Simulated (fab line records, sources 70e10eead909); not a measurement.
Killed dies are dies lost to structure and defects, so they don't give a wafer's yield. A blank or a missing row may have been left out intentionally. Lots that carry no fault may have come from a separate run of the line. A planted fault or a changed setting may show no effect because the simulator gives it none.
fab line records	flow nand-harc
record: lots: 11	wafers: 33	last-day: 33
route steps=1302 shown A_CHANNEL_HOLE_D2@586 END@1302
lots with no fault: from the same line, run without faults
start-h: the number of hours between the record's first day and the start of the first shown wafer of the lot	wait-h: time in hours since the lot's previous step	" as in the row above	L1.1+2: several wafers, shown together as one row	- either no value or no given start	* or withheld: withheld	< > ~ a bound
route shown NAME@n: NAME is a module with steps in the file, n the number in the route of the first one	usual: the fault-free wafers' mean and standard deviation	same: alike in all rows	chamber/n: place in a boat	sites: the reading at each site	_std_site: their standard deviation	_edge_site: inner sites' mean taken away from outer sites' mean	radius-mm: how far each site lies from the wafer's centre	mask NAME#n: copy n	behind: the tool/chamber that last shaped the wafer	hold: why the lot was held/for how many hours/how that ended	device: the transistor (n, p or np) that didn't switch	end of line: the tests these same wafers got at the end of their route	where a step has no rows: the recipe by itself	killed: at the first sort, the dies lost to defects and structure; wafer yield is something else	map: dies across one wafer; x = killed, . = not, _ = none there
set.NAME: the setting that was run; set.NAME@STEP: the one run at that earlier step	model.NAME: the simulator's own value behind a step, which no gauge read
one table for each step of the route and one row for each wafer, over a sample of lots
services: the hour from which a tool's chamber was out of use, counted from the record's first day as start-h (under 0 if before that day), plus the number of hours and why
== steps ==
step: NHARC_A_CHANNEL_HOLE_D2_ETCH_38
recipe: target-depth-a: 390	over-etch-frac: 0.3	time-s: 65	ion-energy-ev: 80	cf4-flow-sccm: 150	ar-flow-sccm: 0	rf-w: 300	bias-w: 100	chemistry: CF4
usual: bias-w: 100.0/0.31	cf4-flow-sccm: 150.0/0.49	drypump-motor-current-A: 5.8/0.47	oes-product-au: 1.003/0.008	rf-vpp-V: 151.7/1.2	showerhead-plenum-p-Torr: 1.79/0.062	throttle-valve-pct: 13.283/0.0089
lot.wafer	tool	chamber	start-h	wait-h	bias-w	cf4-flow-sccm	drypump-motor-current-A	oes-product-au	rf-hours-counter-h	rf-vpp-V	showerhead-plenum-p-Torr	throttle-valve-pct
L550.4	rie-diel-02	1	318.21	0.1	99.6	150.7	6.5	1.010	5.1	149.3	1.71	13.262
L550.1	"	3	"	"	99.9	149.7	5.7	1.003	4.9	153.4	1.86	13.279
L550.5	"	2	"	"	100.0	150.3	5.1	1.001	-	150.0	1.74	13.291
L551.2	rie-diel-05	2	318.51	0.1	99.6	149.9	5.1	0.999	4.3	153.1	1.89	13.298
L551.3	"	3	"	"	100.0	150.1	6.0	0.998	5.8	152.8	1.84	13.285
L551.5	"	2	"	"	99.2	149.9	5.1	1.011	-	152.8	1.89	13.288
L554.2	rie-diel-02	3	371.09	0.1	-	-	-	-	-	-	-	-
L554.1	"	0	"	"	-	-	-	-	-	-	-	-
L554.5	"	2	"	"	-	-	-	-	-	-	-	-
L556.2	rie-diel-07	3	384.19	0.1	-	-	-	-	-	-	-	-
L556.3	"	1	"	"	-	-	-	-	-	-	-	-
L556.6	"	3	"	"	-	-	-	-	-	-	-	-
L562.3	rie-diel-02	2	449.82	0.1	100.0	150.5	5.1	0.983	2.3	151.8	1.74	13.273
L562.1	"	3	"	"	100.1	149.3	5.7	1.003	1.9	151.4	1.86	13.280
L562.4	"	0	"	"	99.7	149.3	6.0	0.986	2.3	151.8	1.78	13.273
L564.3	rie-diel-07	0	466.35	0.1	100.4	149.7	6.3	0.994	7.2	149.9	1.75	13.274
L564.4	"	1	"	"	100.2	149.8	5.6	0.997	6.9	150.4	1.70	13.276
L564.1	"	3	"	"	100.3	149.6	6.0	0.998	6.5	151.3	1.80	13.280
L563.4	rie-diel-05	0	468.39	0.1	99.5	150.6	6.4	1.006	2.6	152.0	1.80	13.264
L563.5	"	3	"	"	100.0	150.6	5.9	1.013	-	153.2	1.84	13.275
L563.6	"	0	"	"	99.8	151.0	6.3	1.019	-	153.6	1.80	13.296
L568.4	rie-diel-02	1	497.08	0.1	99.3	149.5	6.5	1.006	4.9	150.0	1.71	13.287
L568.1	"	0	"	"	100.0	150.5	6.0	0.999	4.6	152.1	1.78	13.287
L568.5	"	1	"	"	99.9	150.7	6.5	0.992	-	150.6	1.71	13.278
L567.2	rie-diel-05	1	500.94	0.1	100.2	149.9	5.7	1.010	4.7	153.6	1.85	13.284
L567.6	"	0	"	"	100.9	149.9	6.3	1.005	-	151.8	1.80	13.290
L567.5	"	1	"	"	99.9	149.1	5.7	1.003	-	153.6	1.85	13.286
L566.1	rie-diel-02	3	506.96	0.1	100.5	150.3	5.8	1.008	5.3	153.2	1.86	13.298
L566.5	"	1	"	"	100.0	151.6	6.5	0.994	-	150.6	1.71	13.276
L566.6	"	2	"	"	99.7	150.1	5.1	1.002	-	151.4	1.74	13.287
L569.1	rie-diel-02	0	508.69	0.1	100.3	149.1	6.0	1.004	5.9	151.3	1.78	13.292
L569.5	"	1	"	"	100.0	149.8	6.5	0.988	-	150.6	1.71	13.281
L569.6	"	2	"	"	100.2	150.8	5.1	0.999	-	150.9	1.74	13.272
step: NHARC_A_CHANNEL_HOLE_D2_ETCH_34
recipe: target-depth-a: 1540	time-s: 77	cf4-flow-sccm: 100	chf3-flow-sccm: 30	ar-flow-sccm: 0	rf-w: 500	bias-w: 200	chemistry: CF4/CHF3
usual: bias-w: 199.9/0.62	cf4-flow-sccm: 100.0/0.32	drypump-motor-current-A: 5.8/0.46	oes-product-au: 0.961/0.02	rf-vpp-V: 371.3/2	showerhead-plenum-p-Torr: 1.59/0.056	throttle-valve-pct: 16.803/0.0092
lot.wafer	tool	chamber	start-h	wait-h	bias-w	cf4-flow-sccm	drypump-motor-current-A	oes-product-au	rf-hours-counter-h	rf-vpp-V	showerhead-plenum-p-Torr	throttle-valve-pct
L550.1	rie-diel-02	3	-	-	199.1	100.6	5.7	0.958	5.0	372.4	1.66	16.811
L550.4	"	1	"	"	199.8	99.8	6.5	0.987	5.4	367.6	1.52	16.801
L550.5	"	3	"	"	199.6	100.3	5.7	0.973	-	373.0	1.66	16.805
L551.2	rie-diel-05	0	-	-	199.3	99.9	6.4	0.956	6.0	372.2	1.61	16.809
L551.3	"	1	"	"	199.8	100.2	5.7	0.965	6.3	372.4	1.65	16.801
L551.5	"	0	"	"	199.9	100.5	6.3	0.953	-	371.2	1.61	16.811
L554.1	rie-diel-02	2	-	-	200.4	99.6	5.1	0.975	8.0	369.1	1.55	16.812
L554.2	"	0	"	"	200.2	99.7	6.0	0.965	9.5	371.3	1.59	16.809
L554.5	"	3	"	"	200.7	100.4	5.7	0.970	-	373.6	1.66	16.797
L556.2	rie-diel-07	2	-	-	199.3	100.0	5.4	0.961	3.5	368.8	1.52	16.789
L556.3	"	0	"	"	200.0	100.3	6.3	0.974	4.4	370.8	1.56	16.804
L556.6	"	3	"	"	200.7	100.0	6.0	0.962	-	371.1	1.61	16.795
L562.1	rie-diel-02	0	-	-	200.9	100.3	6.0	0.971	2.5	371.7	1.59	16.810
L562.4	"	1	"	"	199.6	100.4	6.5	0.956	2.7	368.6	1.52	16.806
L562.3	"	2	"	"	199.7	99.4	5.1	0.972	2.4	369.5	1.55	16.801
L564.1	rie-diel-07	0	-	-	199.6	100.4	6.3	0.930	7.4	369.2	1.56	16.830
L564.3	"	1	"	"	200.2	99.9	5.6	0.969	7.1	369.7	1.51	16.800
L564.4	"	3	"	"	199.4	99.9	6.0	0.940	6.7	372.6	1.61	16.802
L563.4	rie-diel-05	1	-	-	200.5	100.0	5.7	0.960	3.0	374.8	1.65	16.802
L563.6	"	3	"	"	200.5	99.8	6.0	0.952	-	372.5	1.64	16.801
L563.5	"	0	"	"	200.4	100.1	6.3	0.962	-	372.2	1.61	16.812
L568.4	rie-diel-02	0	-	-	199.1	100.5	6.0	0.962	4.7	370.8	1.59	16.804
L568.1	"	2	"	"	200.2	99.5	5.1	0.987	4.9	368.0	1.55	16.812
L568.5	"	0	"	"	199.4	99.8	6.0	0.969	-	370.9	1.59	16.804
L567.2	rie-diel-05	1	-	-	200.2	99.9	5.7	0.955	4.9	373.3	1.65	16.790
L567.5	"	0	"	"	200.5	100.0	6.3	0.965	-	371.7	1.61	16.813
L567.6	"	1	"	"	200.3	99.8	5.7	0.959	-	372.9	1.65	16.792
L566.1	rie-diel-02	1	-	-	198.9	100.6	6.5	0.941	5.6	368.9	1.52	16.793
L566.6	"	2	"	"	201.3	100.1	5.1	0.971	-	368.7	1.55	16.793
L566.5	"	3	"	"	199.6	99.7	5.8	0.997	-	374.4	1.66	16.814
L569.1	rie-diel-02	0	-	-	200.2	100.0	6.0	0.987	6.1	371.3	1.59	16.814
L569.6	"	2	"	"	199.9	99.7	5.1	0.986	-	369.1	1.55	16.795
L569.5	"	3	"	"	200.6	99.9	5.8	0.981	-	373.6	1.66	16.789
step: NHARC_A_CHANNEL_HOLE_D2_CD_MEAS_18
usual: cd-nm: 99.6/1.6
lot.wafer	tool	chamber	start-h	wait-h	cd-nm
L550.1	cd-sem-02	-	319.23	-	99.9
L550.4	"	-	"	"	98.5
L550.5	"	-	"	"	99.4
L551.2	cd-sem-01	-	319.53	-	97.0
L551.3	"	-	"	"	98.9
L551.5	"	-	"	"	97.5
L554.1	cd-sem-01	-	372.11	-	102.8
L554.2	"	-	"	"	98.7
L554.5	"	-	"	"	101.9
L556.2	cd-sem-01	-	385.23	-	97.5
L556.3	"	-	"	"	98.9
L556.6	"	-	"	"	99.1
L562.1	cd-sem-02	-	450.84	-	96.3
L562.3	"	-	"	"	97.9
L562.4	"	-	"	"	97.9
L564.1	cd-sem-02	-	467.36	-	99.7
L564.3	"	-	"	"	100.4
L564.4	"	-	"	"	99.3
L563.4	cd-sem-03	-	469.41	-	101.2
L563.5	"	-	"	"	100.0
L563.6	"	-	"	"	99.3
L568.1	cd-sem-03	-	498.09	-	102.2
L568.4	"	-	"	"	99.1
L568.5	"	-	"	"	99.8
L567.2	cd-sem-03	-	501.96	-	97.5
L567.5	"	-	"	"	97.7
L567.6	"	-	"	"	99.3
L566.1	cd-sem-01	-	507.98	-	99.7
L566.5	"	-	"	"	99.1
L566.6	"	-	"	"	98.2
L569.1	cd-sem-03	-	509.70	-	102.6
L569.5	"	-	"	"	101.2
L569.6	"	-	"	"	99.2
step: NHARC_A_CHANNEL_HOLE_D2_ETCH_19
recipe: bias-v: 1200	source-w: 2500	pressure-mtorr: 15	time-s: 34.5	ar-flow-sccm: 375	c4f8-flow-sccm: 28.8	o2-flow-sccm: 96.2	temp-c: -20	target-depth-a: *	chemistry: C4F8/O2/Ar
usual: bias-v: 1199/12	c4f8-flow-sccm: 28.81/0.089	drypump-motor-current-A: 6.0/0.43	showerhead-plenum-p-Torr: 3.67/0.15	throttle-valve-pct: 37.038/0.0091
lot.wafer	tool	chamber	start-h	wait-h	bias-v	c4f8-flow-sccm	drypump-motor-current-A	rf-hours-counter-h	showerhead-plenum-p-Torr	throttle-valve-pct
L550.1	har-etch-02	0	319.32	0.1	1209	28.86	6.7	379	3.53	37.031
L550.4	"	1	"	"	1200	28.86	6.3	-	3.57	37.047
L550.5	"	0	"	"	1198	28.95	6.7	-	3.53	37.044
L551.2	har-etch-01	0	319.62	0.1	1192	28.81	6.0	149	3.74	37.044
L551.3	"	1	"	"	1195	28.87	5.6	-	3.58	37.026
L551.5	"	0	"	"	1202	28.65	6.0	-	3.74	37.033
L554.1	har-etch-01	0	374.42	2.3	1194	28.75	6.0	179	3.73	37.027
L554.2	"	1	"	"	1207	28.86	5.5	179	3.56	37.052
L554.5	"	1	"	"	1206	28.89	5.5	-	3.56	37.017
L556.2	har-etch-01	0	385.30	0.1	1213	28.69	6.0	187	3.72	37.049
L556.3	"	0	"	"	1193	28.79	6.0	-	3.72	37.054
L556.6	"	1	"	"	1191	29.01	5.6	-	3.56	37.041
L562.1	har-etch-01	1	453.23	2.4	1186	28.76	5.5	233	3.53	37.041
L562.3	"	0	"	"	1209	28.80	6.0	-	3.69	37.029
L562.4	"	1	"	"	1180	28.57	5.5	-	3.53	37.040
L564.1	har-etch-02	0	467.93	0.6	1196	28.92	6.8	42	3.96	37.030
L564.4	"	1	"	"	1192	28.86	6.3	-	3.96	37.033
L564.3	"	0	"	"	1217	28.83	6.8	-	3.96	37.045
L563.4	har-etch-01	0	469.76	0.3	1188	28.80	6.0	-	3.69	37.039
L563.6	"	1	"	"	1214	28.64	5.5	-	3.53	37.043
L563.5	"	0	"	"	1192	28.75	6.0	-	3.69	37.039
L568.1	har-etch-01	1	498.17	0.1	1197	28.86	5.5	256	3.52	37.047
L568.4	"	0	"	"	1182	28.78	6.1	-	3.68	37.030
L568.5	"	1	"	"	1176	28.71	5.5	-	3.52	37.031
L567.2	har-etch-01	1	502.34	0.4	1193	28.76	5.5	260	3.52	37.030
L567.5	"	0	"	"	1197	28.77	6.0	-	3.68	37.056
L567.6	"	1	"	"	1193	28.80	5.5	-	3.52	37.041
L566.1	har-etch-01	1	510.67	2.7	1179	28.72	5.5	268	3.51	37.049
L566.5	"	0	"	"	1213	28.82	6.0	-	3.68	37.039
L566.6	"	1	"	"	1181	28.90	5.5	-	3.51	37.058
L569.1	har-etch-02	1	512.04	2.3	1214	28.87	6.3	72	3.94	37.044
L569.5	"	1	"	"	1211	28.74	6.3	-	3.94	37.034
L569.6	"	0	"	"	1196	28.84	6.7	-	3.94	37.025
step: NHARC_END_SORT_01
recipe: temp-c: 25
usual: killed-at-array: 52/16	killed-at-other: 0.8/1.1	killed-at-periphery: 4.2/2.5	killed-dies: 57/16	killed-open: 3.4/2	killed-short: 2.6/1.6
same: gross-dies: 677
lot.wafer	tool	chamber	start-h	wait-h	hold	killed-at-array	killed-at-other	killed-at-periphery	killed-dies	killed-open	killed-short
L550.1	prober-02	0	594.66	2.5	-	45	0	1	46	2	3
L550.4	prober-02	0	597.06	3.4	-	31	0	5	36	2	6
L550.5	prober-02	0	597.86	3.7	-	42	0	5	47	0	2
L551.2	prober-02	0	603.33	2.8	-	60	0	2	62	3	2
L551.3	prober-02	0	604.12	3.1	-	55	0	2	57	2	2
L551.5	prober-02	0	605.71	3.7	-	48	0	4	52	4	2
L554.1	prober-01	0	634.23	2.4	await-dispo/1.5h/scrap	674	2	1	677	2	2
L554.2	prober-01	0	635.03	2.7	await-dispo/1.5h/scrap	673	2	2	677	1	1
L554.5	prober-01	0	637.41	3.7	await-dispo/1.5h/scrap	670	1	6	677	3	3
L556.2	prober-01	0	660.67	2.8	await-dispo/2.6h/scrap	672	1	4	677	3	1
L556.3	prober-01	0	661.46	3.1	await-dispo/2.6h/scrap	670	0	7	677	4	2
L556.6	prober-01	0	663.84	4.0	await-dispo/2.6h/scrap	674	1	2	677	3	3
L562.1	prober-02	0	708.25	2.5	-	64	0	6	70	4	5
L562.3	prober-02	0	709.86	3.1	-	59	0	6	65	2	4
L562.4	prober-02	0	710.67	3.4	-	47	1	4	52	3	5
L564.1	prober-02	0	742.85	2.5	-	58	2	5	65	8	3
L564.3	prober-02	0	744.47	3.1	-	44	0	8	52	6	4
L564.4	prober-02	0	745.28	3.4	-	54	1	3	58	4	4
L563.4	prober-01	0	745.34	3.4	-	47	3	7	57	9	5
L563.5	prober-01	0	746.14	3.7	-	55	1	5	61	6	6
L563.6	prober-01	0	746.95	4.0	-	44	1	5	50	3	4
L568.1	prober-01	0	761.49	2.5	-	44	1	5	50	2	4
L568.4	prober-01	0	763.88	3.4	-	47	1	2	50	1	1
L568.5	prober-01	0	764.68	3.7	-	51	0	7	58	4	3
L567.2	prober-01	0	770.08	2.8	-	52	0	3	55	3	2
L567.5	prober-01	0	772.49	3.7	-	62	1	3	66	2	0
L567.6	prober-01	0	773.29	4.0	-	72	0	3	75	6	1
L569.1	prober-02	0	773.76	2.5	-	55	0	3	58	4	2
L569.5	prober-02	0	776.95	3.7	-	65	0	6	71	4	1
L569.6	prober-02	0	777.75	4.0	-	68	0	5	73	2	4
L566.1	prober-01	0	777.15	2.6	-	35	0	6	41	5	1
L566.5	prober-01	0	780.31	3.7	-	53	0	3	56	4	2
L566.6	prober-01	0	781.10	3.9	-	42	0	6	48	8	3
killed by level:class
L550.1 A_CHANNEL_HOLE_D2:chamber-film-flake=31 A_CHANNEL_FILL_D2:geometric-particle:short=2 A_DECK1_JOINT:chamber-film-flake=2 A_SLIT:chamber-film-flake=2 A_CONTACT:chamber-film-flake=2 A_DECK1_JOINT:geometric-particle:open=1 A_ONON_D2:geometric-particle:short=1 A_CONTACT:geometric-particle:open=1
L550.4 A_CHANNEL_HOLE_D2:chamber-film-flake=21 P_GATE:chamber-film-flake=3 A_CHANNEL_FILL_D2:geometric-particle:short=2 A_CHANNEL_HOLE_D1:chamber-film-flake=2 P_CONTACT:geometric-particle:short=1 P_M0:geometric-particle:short=1 A_SGD_CUT:geometric-particle:short=1 A_SGD_CUT:geometric-particle:open=1
L550.5 A_CHANNEL_HOLE_D2:chamber-film-flake=30 A_CONTACT:chamber-film-flake=4 P_GATE:chamber-film-flake=3 A_CHANNEL_HOLE_D1:chamber-film-flake=2 A_WL_FILL:chamber-film-flake=2 A_CONTACT:unspecified=2 P_CONTACT:geometric-particle:short=1 A_WL_FILL:geometric-particle:short=1
L551.2 A_CHANNEL_HOLE_D1:chamber-film-flake=24 A_SLIT:chamber-film-flake=23 A_SGD_CUT:chamber-film-flake=3 A_CHANNEL_HOLE_D2:chamber-film-flake=2 A_CHANNEL_FILL_D2:chamber-film-flake=2 A_CONTACT:chamber-film-flake=2 P_STI:geometric-particle:short=1 P_CONTACT:geometric-particle:open=1
L551.3 A_CHANNEL_HOLE_D1:chamber-film-flake=24 A_SLIT:chamber-film-flake=19 A_CHANNEL_HOLE_D2:chamber-film-flake=4 A_SGD_CUT:chamber-film-flake=3 A_CONTACT:chamber-film-flake=2 P_M0:geometric-particle:open=1 A_CHANNEL_HOLE_D1:geometric-particle:open=1 A_CHANNEL_HOLE_D1:geometric-particle:short=1
L551.5 A_CHANNEL_HOLE_D1:chamber-film-flake=17 A_SLIT:chamber-film-flake=16 A_CONTACT:chamber-film-flake=4 P_GATE:chamber-film-flake=3 A_CHANNEL_HOLE_D2:chamber-film-flake=3 P_GATE:geometric-particle:open=1 A_ONON_D1:geometric-particle:short=1 A_CHANNEL_FILL_D1:geometric-particle:short=1
L554.1 A_CHANNEL_HOLE_D2:area-etch=602 A_CHANNEL_HOLE_D1:chamber-film-flake=29 A_SLIT:chamber-film-flake=25 A_CHANNEL_HOLE_D2:chamber-film-flake=7 A_BONDPAD:chamber-film-flake=4 A_STAIRCASE:chamber-film-flake=3 THIN_TSV:chamber-film-flake=2 A_CHANNEL_FILL_D1:geometric-particle:open=1
L554.2 A_CHANNEL_HOLE_D2:area-etch=613 A_CHANNEL_HOLE_D1:chamber-film-flake=25 A_SLIT:chamber-film-flake=18 A_CHANNEL_HOLE_D2:chamber-film-flake=8 A_STAIRCASE:chamber-film-flake=3 A_WL_FILL:chamber-film-flake=2 A_BONDPAD:chamber-film-flake=2 THIN_TSV:chamber-film-flake=2
L554.5 A_CHANNEL_HOLE_D2:area-etch=594 A_SLIT:chamber-film-flake=31 A_CHANNEL_HOLE_D1:chamber-film-flake=17 A_CHANNEL_HOLE_D2:chamber-film-flake=10 A_BONDPAD:chamber-film-flake=6 P_M2:chamber-film-flake=4 A_STAIRCASE:chamber-film-flake=4 A_CONTACT:chamber-film-flake=2
L556.2 A_CHANNEL_HOLE_D2:area-etch=639 A_CHANNEL_HOLE_D2:chamber-film-flake=12 A_STAIRCASE:chamber-film-flake=6 A_WL_FILL:chamber-film-flake=4 A_CHANNEL_HOLE_D1:chamber-film-flake=3 A_SLIT:chamber-film-flake=3 P_M2:chamber-film-flake=2 P_BONDPAD:chamber-film-flake=2
L556.3 A_CHANNEL_HOLE_D2:area-etch=643 A_CHANNEL_HOLE_D2:chamber-film-flake=13 A_STAIRCASE:chamber-film-flake=4 A_SLIT:chamber-film-flake=3 P_STI:chamber-film-flake=2 P_BONDPAD:chamber-film-flake=2 P_GATE:geometric-particle:open=1 P_CONTACT:geometric-particle:open=1
L556.6 A_CHANNEL_HOLE_D2:area-etch=642 A_CHANNEL_HOLE_D2:chamber-film-flake=12 A_STAIRCASE:chamber-film-flake=7 A_CHANNEL_FILL_D1:geometric-particle:short=2 P_STI:chamber-film-flake=2 A_SLIT:chamber-film-flake=2 A_CONTACT:chamber-film-flake=2 A_ONON_D1:geometric-particle:open=1
L562.1 A_SLIT:chamber-film-flake=22 A_CHANNEL_HOLE_D2:chamber-film-flake=14 A_STAIRCASE:chamber-film-flake=7 A_CHANNEL_HOLE_D1:chamber-film-flake=6 A_CONTACT:chamber-film-flake=4 A_DECK1_JOINT:chamber-film-flake=3 A_CHANNEL_FILL_D1:geometric-particle:short=2 P_ZERO_WELL:chamber-film-flake=2
L562.3 A_SLIT:chamber-film-flake=32 A_STAIRCASE:chamber-film-flake=8 A_CHANNEL_HOLE_D1:chamber-film-flake=6 A_CHANNEL_HOLE_D2:chamber-film-flake=5 P_ZERO_WELL:chamber-film-flake=2 A_CONTACT:chamber-film-flake=2 P_STI:geometric-particle:short=1 P_CONTACT:geometric-particle:open=1
L562.4 A_SLIT:chamber-film-flake=20 A_CHANNEL_HOLE_D2:chamber-film-flake=9 A_STAIRCASE:chamber-film-flake=5 A_CONTACT:chamber-film-flake=4 P_ZERO_WELL:chamber-film-flake=2 P_GATE:geometric-particle:short=1 P_CONTACT:geometric-particle:open=1 A_DECK1_JOINT:geometric-particle:open=1
L564.1 A_CHANNEL_HOLE_D1:chamber-film-flake=34 A_STAIRCASE:chamber-film-flake=5 A_CONTACT:chamber-film-flake=5 A_SLIT:chamber-film-flake=4 P_ZERO_WELL:chamber-film-flake=2 P_M2:chamber-film-flake=2 P_M0:geometric-particle:open=1 A_ONON_D1:geometric-particle:open=1
L564.3 A_CHANNEL_HOLE_D1:chamber-film-flake=17 A_STAIRCASE:chamber-film-flake=12 A_CONTACT:chamber-film-flake=5 A_SLIT:chamber-film-flake=3 A_ONON_D1:geometric-particle:short=2 P_ZERO_WELL:chamber-film-flake=2 P_M2:chamber-film-flake=2 P_CONTACT:geometric-particle:open=1
L564.4 A_CHANNEL_HOLE_D1:chamber-film-flake=26 A_STAIRCASE:chamber-film-flake=11 A_SLIT:chamber-film-flake=6 P_M2:chamber-film-flake=3 A_CONTACT:chamber-film-flake=2 A_CHANNEL_HOLE_D1:geometric-particle:short=1 A_DECK1_JOINT:geometric-particle:short=1 A_ONON_D2:geometric-particle:open=1
L563.4 A_CHANNEL_HOLE_D2:chamber-film-flake=20 A_CHANNEL_FILL_D1:chamber-film-flake=5 A_SLIT:chamber-film-flake=5 P_M0:geometric-particle:open=2 A_ONON_D1:geometric-particle:short=2 A_CHANNEL_FILL_D1:geometric-particle:open=2 A_WL_FILL:geometric-particle:open=2 P_STI:chamber-film-flake=2
L563.5 A_CHANNEL_HOLE_D2:chamber-film-flake=17 A_CHANNEL_HOLE_D1:chamber-film-flake=7 A_SLIT:chamber-film-flake=7 A_SGD_CUT:chamber-film-flake=6 A_WL_FILL:geometric-particle:short=4 P_CONTACT:geometric-particle:open=2 P_STI:chamber-film-flake=2 A_CHANNEL_FILL_D1:chamber-film-flake=2
L563.6 A_CHANNEL_HOLE_D2:chamber-film-flake=17 A_CHANNEL_HOLE_D1:chamber-film-flake=10 A_SLIT:chamber-film-flake=5 A_DECK1_JOINT:chamber-film-flake=3 P_CONTACT:geometric-particle:open=2 P_GATE:chamber-film-flake=2 A_SGD_CUT:chamber-film-flake=2 A_CHANNEL_FILL_D1:geometric-particle:short=1
L568.1 A_CHANNEL_HOLE_D2:chamber-film-flake=17 A_SLIT:chamber-film-flake=9 A_CHANNEL_HOLE_D1:chamber-film-flake=6 A_CONTACT:chamber-film-flake=4 P_GATE:chamber-film-flake=3 A_ONON_D2:geometric-particle:short=2 A_WL_FILL:chamber-film-flake=2 P_M1:geometric-particle:open=1
L568.4 A_CHANNEL_HOLE_D2:chamber-film-flake=22 A_CHANNEL_HOLE_D1:chamber-film-flake=10 A_SLIT:chamber-film-flake=6 A_STAIRCASE:chamber-film-flake=3 A_CHANNEL_FILL_D2:chamber-film-flake=2 A_WL_FILL:chamber-film-flake=2 STARTING-WAFER:geometric-particle:open=1 A_CHANNEL_FILL_D2:geometric-particle:short=1
L568.5 A_CHANNEL_HOLE_D1:chamber-film-flake=17 A_CHANNEL_HOLE_D2:chamber-film-flake=17 A_SLIT:chamber-film-flake=7 P_GATE:chamber-film-flake=3 A_STAIRCASE:chamber-film-flake=3 A_CONTACT:chamber-film-flake=3 P_CONTACT:geometric-particle:open=1 P_M0:geometric-particle:open=1
L567.2 A_SLIT:chamber-film-flake=18 A_CHANNEL_HOLE_D2:chamber-film-flake=14 A_CHANNEL_HOLE_D1:chamber-film-flake=6 A_CONTACT:chamber-film-flake=4 A_STAIRCASE:chamber-film-flake=3 A_WL_FILL:chamber-film-flake=2 P_M0:geometric-particle:open=1 A_DECK1_JOINT:geometric-particle:short=1
L567.5 A_SLIT:chamber-film-flake=22 A_CHANNEL_HOLE_D2:chamber-film-flake=21 A_CHANNEL_HOLE_D1:chamber-film-flake=8 A_CONTACT:chamber-film-flake=5 P_M1:chamber-film-flake=2 A_DECK1_JOINT:chamber-film-flake=2 A_STAIRCASE:chamber-film-flake=2 A_CHANNEL_FILL_D2:geometric-particle:open=1
L567.6 A_SLIT:chamber-film-flake=29 A_CHANNEL_HOLE_D2:chamber-film-flake=20 A_CHANNEL_HOLE_D1:chamber-film-flake=9 A_CONTACT:chamber-film-flake=3 A_CONTACT:geometric-particle:open=2 P_GATE:chamber-film-flake=2 A_DECK1_JOINT:chamber-film-flake=2 A_STAIRCASE:chamber-film-flake=2
L569.1 A_SLIT:chamber-film-flake=33 A_CONTACT:chamber-film-flake=7 A_CHANNEL_HOLE_D1:chamber-film-flake=6 P_STI:chamber-film-flake=2 A_M0:chamber-film-flake=2 P_GATE:geometric-particle:short=1 A_CHANNEL_FILL_D1:geometric-particle:open=1 A_ONON_D2:geometric-particle:open=1
L569.5 A_SLIT:chamber-film-flake=27 A_CONTACT:chamber-film-flake=16 A_CHANNEL_HOLE_D1:chamber-film-flake=13 P_STI:chamber-film-flake=4 A_CHANNEL_FILL_D1:chamber-film-flake=3 P_GATE:geometric-particle:open=1 A_ONON_D1:geometric-particle:open=1 A_CHANNEL_HOLE_D1:geometric-particle:open=1
L566.1 A_CHANNEL_HOLE_D2:chamber-film-flake=18 A_SLIT:chamber-film-flake=4 A_CONTACT:chamber-film-flake=3 P_M0:geometric-particle:open=2 P_GATE:chamber-film-flake=2 A_CHANNEL_HOLE_D1:unspecified=2 A_CHANNEL_HOLE_D1:chamber-film-flake=2 P_M2:geometric-particle:open=1
L569.6 A_SLIT:chamber-film-flake=32 A_CONTACT:chamber-film-flake=16 A_CHANNEL_HOLE_D1:chamber-film-flake=10 P_STI:chamber-film-flake=3 A_CHANNEL_HOLE_D1:geometric-particle:open=1 A_ONON_D2:geometric-particle:short=1 A_CHANNEL_FILL_D2:geometric-particle:short=1 A_WL_FILL:geometric-particle:short=1
L566.5 A_CHANNEL_HOLE_D2:chamber-film-flake=30 A_SLIT:chamber-film-flake=8 A_CHANNEL_HOLE_D1:unspecified=5 P_GATE:chamber-film-flake=2 A_M0:chamber-film-flake=2 A_CHANNEL_FILL_D1:geometric-particle:open=1 A_CHANNEL_FILL_D1:geometric-particle:short=1 A_CHANNEL_FILL_D2:geometric-particle:short=1
L566.6 A_CHANNEL_HOLE_D2:chamber-film-flake=25 P_GATE:chamber-film-flake=3 A_CHANNEL_HOLE_D1:unspecified=3 A_SLIT:chamber-film-flake=3 A_CHANNEL_FILL_D1:geometric-particle:short=2 A_STAIRCASE:chamber-film-flake=2 P_STI:geometric-particle:open=1 P_CONTACT:geometric-particle:open=1
== services ==
tool	chamber	start-h	hours	kind
rie-diel-02	0	299.34	-	clean
rie-diel-02	1	299.34	-	clean
rie-diel-02	2	299.34	-	clean
rie-diel-02	3	299.34	-	clean
rie-diel-05	3	302.40	5.9	repair
rie-diel-02	0	323.84	-	clean
rie-diel-02	1	323.84	-	clean
rie-diel-02	2	323.84	-	clean
rie-diel-02	3	323.84	-	clean
rie-diel-02	1	323.96	3.4	repair
rie-diel-02	0	348.34	-	clean
rie-diel-02	1	348.34	-	clean
rie-diel-02	2	348.34	-	clean
rie-diel-02	3	348.34	-	clean
rie-diel-05	0	367.17	2.5	repair
rie-diel-05	0	372.98	5.7	repair
rie-diel-05	-	373.85	1.2	repair
har-etch-02	-	380.13	17.0	pm
rie-diel-05	3	391.77	7.7	repair
rie-diel-02	-	393.84	9.0	pm
rie-diel-05	-	406.60	9.0	pm
rie-diel-07	-	471.20	9.0	pm
rie-diel-02	1	498.26	6.0	repair
rie-diel-07	1	499.92	7.6	repair
== key ==
first-sign: step: NHARC_A_CHANNEL_HOLE_D2_ETCH_38	reading: tool-record	direction: missing
effect: step: NHARC_END_SORT_01	reading: killed-at-array	direction: up	sigmas: 39	usual: 52	struck: 672
more-kills-born-at: NHARC_A_CHANNEL_HOLE_D2_ETCH_38@rie-diel-07: 1924	NHARC_A_CHANNEL_HOLE_D2_ETCH_38@rie-diel-02: 1809
met-at NHARC_A_CHANNEL_HOLE_D2_ETCH_38
struck-lots L554,L556
later-rows-left-out L554.1,L554.2,L554.5,L556.2,L556.3,L556.6
tester-left-out L554,L556
not-acting-at NHARC_A_CHANNEL_HOLE_D2_ETCH_34,NHARC_A_CHANNEL_HOLE_D2_CD_MEAS_18,NHARC_A_CHANNEL_HOLE_D2_ETCH_19
onset-between 318.21 371.09
fault: kind: skipped-step-whole	tool: rie-diel-02,rie-diel-07	chamber: -	onset-h: 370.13	steps: NHARC_A_CHANNEL_HOLE_D2_ETCH_38	scope: struck-lots-only
tester-left-out: of these lots the tester's yield and bins aren't shown, on N5 and GAA mostly nor the transistor test; their killed dies are dies lost to structure and defects alone, not to doping, threshold or leakage, so they don't give the yield
later-rows-left-out: the simulator's readings of these wafers behind a module that went badly wrong aren't trusted and aren't shown, but for the sort
